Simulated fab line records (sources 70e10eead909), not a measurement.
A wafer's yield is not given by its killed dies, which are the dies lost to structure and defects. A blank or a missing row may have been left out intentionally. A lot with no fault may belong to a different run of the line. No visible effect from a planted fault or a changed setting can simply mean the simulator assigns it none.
Which tool is to blame? -- flow nand_harc -- 11 lots with 33 wafers sampled at 6 steps, on a route of 1159 steps

WHAT THE GAUGES SHOWED, per wafer
NHARC_P_GATE_CD_MEAS_59: the cd target is 720 nm.
lot,measured,on,cd_nm (nm)
L468,day 5 23:53,cd_sem-01,718.8 719.8 718.8
L471,day 6 23:48,cd_sem-01,718.9 717.9 718.5
L473,day 7 01:17,cd_sem-02,721.1 720.2 720.1
L472,day 7 02:07,cd_sem-02,720.3 720.6 720.6
L474,day 7 14:13,cd_sem-03,717.8 718.9 717.3
L476,day 8 14:54,cd_sem-03,- - -
L479,day 8 15:52,cd_sem-02,718.4 719.1 719.6
L482,day 9 13:55,cd_sem-02,718.3 720.8 720.8
L483,day 9 20:25,cd_sem-01,722.6 721.5 720.5
L485,day 10 06:23,cd_sem-02,719.8 719.3 721.0
L488,day 11 10:29,cd_sem-03,718.9 719.9 718.9

NHARC_END_SORT_01.
lot,measured,on,killed_at_array,killed_at_other,killed_at_periphery,killed_dies,killed_open,killed_short
L476,day 24 22:54,prober-01,36 30 35,1 0 0,640 647 642,677 677 677,2 0 4,1 2 1

EACH LOT AND THE TOOL THAT RAN IT (in order: tool; ch and the chambers of the sampled wafers; start)
lot,NHARC_P_GATE_ETCH_104,NHARC_P_GATE_HM_OPEN_105,NHARC_P_GATE_EXPOSE_56,NHARC_P_GATE_DESCUM_61
L468,"rie_diel-04 ch 0,1, day 5 10:14","rie_diel-04 ch 1,2, day 5 23:44 or earlier","krf_scanner-04 ch 0, day 5 23:44","rie_diel-13 ch 0,1,3, day 6 00:04"
L471,"rie_diel-04 ch 0,2,3, day 6 10:18","rie_diel-04 ch 0,1,3, day 6 23:38 or earlier","krf_scanner-02 ch 0, day 6 23:38","rie_diel-11 ch 1,2,3, day 6 23:58"
L473,"rie_diel-04 ch 0,1,3, day 6 11:56","rie_diel-04 ch 0,1,3, day 7 01:07 or earlier","krf_scanner-02 ch 0, day 7 01:07","rie_diel-11 ch 0,1,3, day 7 01:28"
L472,"rie_diel-11 ch 0,1,3, day 6 12:39","rie_diel-11 ch 0,2,3, day 7 01:57 or earlier","krf_scanner-02 ch 0, day 7 01:57","rie_diel-04 ch 0,1,2, day 7 02:27"
L474,"rie_diel-04 ch 0,1, day 7 00:39","rie_diel-04 ch 0,1, day 7 14:03 or earlier","krf_scanner-02 ch 0, day 7 14:03","rie_diel-04 ch 0,1,2, day 7 14:23"
L476,"rie_diel-04 ch 1,2, day 8 01:09","rie_diel-04 ch 0,2,3, day 8 14:45 or earlier","krf_scanner-04 ch 0, day 8 14:45","rie_diel-04 ch 1,2, day 8 15:03"
L479,"rie_diel-13 ch 0,1,2, day 8 02:05","rie_diel-13 ch 0,1,3, day 8 15:43 or earlier","krf_scanner-02 ch 0, day 8 15:43","rie_diel-11 ch 1,2,3, day 8 16:04"
L482,"rie_diel-13 ch 0,1,3, day 9 00:43","rie_diel-13 ch 0,1,2, day 9 13:46 or earlier","krf_scanner-02 ch 0, day 9 13:46","rie_diel-04 ch 1,2,3, day 9 14:05"
L483,"rie_diel-13 ch 0,1,3, day 9 06:06","rie_diel-13 ch 1,2,3, day 9 20:16 or earlier","krf_scanner-04 ch 0, day 9 20:16","rie_diel-04 ch 0,1, day 9 20:34"
L485,"rie_diel-04 ch 0,1,3, day 9 15:25","rie_diel-04 ch 1,2, day 10 06:13 or earlier","krf_scanner-04 ch 0, day 10 06:13","rie_diel-13 ch 2,3, day 10 06:34"
L488,"rie_diel-11 ch 0,2,3, day 10 21:01","rie_diel-11 ch 0,1,3, day 11 10:20 or earlier","krf_scanner-04 ch 0, day 11 10:20","rie_diel-04 ch 1,2,3, day 11 10:38"
- NHARC_P_GATE_ETCH_104: etches the open film in CF4/CHF3, target depth 60 nm.
- NHARC_P_GATE_HM_OPEN_105: chemistry O2/COS, target depth 360 nm.
- NHARC_P_GATE_EXPOSE_56: exposes mask P PSD, target cd 720 nm.
- NHARC_P_GATE_DESCUM_61: chemistry O2, time 3 s.

AS READ BY THE TOOLS THEMSELVES (means over the sampled wafers that have a number; for cases with no such wafer, the mark the record gives instead)
NHARC_P_GATE_ETCH_104.
lot,tool,cf4_flow_sccm (sccm),drypump_motor_current_A (A),oes_product_au (a.u.),rf_vpp_V (V),showerhead_plenum_p_Torr (Torr),throttle_valve_pct (%)
L468,rie_diel-04,99.58,5.7,0.918,368.5,1.52,16.807
L471,rie_diel-04,100.02,5.4,0.967,370.4,1.55,16.795
L473,rie_diel-04,99.91,5.5,0.967,369.7,1.55,16.793
L472,rie_diel-11,100.12,5.6,0.935,370.0,1.55,16.796
L474,rie_diel-04,100.01,5.8,0.923,369.4,1.54,16.807
L476,rie_diel-04,100.03,5.8,0.921,371.0,1.57,16.802
L479,rie_diel-13,100.10,5.5,0.917,369.3,1.55,16.803
L482,rie_diel-13,100.03,5.7,0.922,369.5,1.54,16.807
L483,rie_diel-13,100.08,5.8,0.947,369.8,1.54,16.811
L485,rie_diel-04,100.05,5.4,0.968,370.9,1.55,16.809
L488,rie_diel-11,100.05,5.7,0.978,369.1,1.53,16.808

NHARC_P_GATE_HM_OPEN_105.
lot,tool,drypump_motor_current_A (A),oes_product_au (a.u.),rf_vpp_V (V),showerhead_plenum_p_Torr (Torr),throttle_valve_pct (%)
L468,rie_diel-04,5.8,0.997,467.1,3.11,28.329
L471,rie_diel-04,5.5,0.993,465.5,3.07,28.338
L473,rie_diel-04,5.5,0.998,466.0,3.07,28.329
L472,rie_diel-11,5.7,1.001,465.2,3.04,28.327
L474,rie_diel-04,5.7,0.998,464.6,3.01,28.315
L476,rie_diel-04,5.4,1.005,465.9,3.06,28.325
L479,rie_diel-13,5.8,0.994,466.2,3.06,28.335
L482,rie_diel-13,5.5,0.990,466.4,3.08,28.329
L483,rie_diel-13,5.9,1.002,463.7,2.98,28.326
L485,rie_diel-04,5.8,0.999,467.0,3.10,28.335
L488,rie_diel-11,5.7,1.003,465.6,3.06,28.329

NHARC_P_GATE_DESCUM_61.
lot,tool,drypump_motor_current_A (A),oes_product_au (a.u.),rf_vpp_V (V),showerhead_plenum_p_Torr (Torr),throttle_valve_pct (%)
L468,rie_diel-13,5.8,0.987,57.0,1.88,11.316
L471,rie_diel-11,5.7,0.997,57.4,1.91,11.326
L473,rie_diel-11,5.6,1.000,57.7,1.88,11.305
L472,rie_diel-04,5.7,0.998,58.2,1.87,11.310
L474,rie_diel-04,5.7,1.005,57.1,1.87,11.309
L476,rie_diel-04,5.7,0.999,57.8,1.90,11.315
L479,rie_diel-11,5.8,1.001,57.6,1.90,11.307
L482,rie_diel-04,5.5,1.002,58.0,1.91,11.319
L483,rie_diel-04,5.7,1.002,57.5,1.84,11.320
L485,rie_diel-13,6.2,1.001,57.6,1.78,11.311
L488,rie_diel-04,5.5,1.002,58.0,1.91,11.310

THE ANSWER, worked out from the rows above alone
Rule: what is usual is taken from the lots themselves. The widest of any qualifying gaps counts: lots, ordered by their means at a reading, are off when they make up no more than a third of the lots, leave a main group of 4 or more, and stand apart from it by 3 or more times the standard deviation of that group's means. A main group is skipped when, at the precision printed for the reading in the tables above, its means are all equal. Also off: a lot with no number at a reading for which 4 or more lots have one. Where the step has rows for the other lots, those lots are counted as sound. First the gauges in route order, then the tools' own readings, where a lot's mean is used as printed above. At the first step where some lot is off, the reading lying furthest off is the one used; lots without a number count as furthest.
Off: L476, at NHARC_P_GATE_CD_MEAS_59 (cd_nm). Without a number there: L476. The main group has a mean of 719.6 nm with a standard deviation of 1.
If a tool, at a process step before that reading, ran all the lots that are off and no sound lot after the first of them, it fits. Those tools and the gauges at NHARC_P_GATE_CD_MEAS_59 are tried in the same way. With no start given for some of its lots, NHARC_P_GATE_HM_OPEN_105 uses the hours and lot order of NHARC_P_GATE_EXPOSE_56. None of those tried fits.

WHAT THE SIMULATOR HAD PUT IN
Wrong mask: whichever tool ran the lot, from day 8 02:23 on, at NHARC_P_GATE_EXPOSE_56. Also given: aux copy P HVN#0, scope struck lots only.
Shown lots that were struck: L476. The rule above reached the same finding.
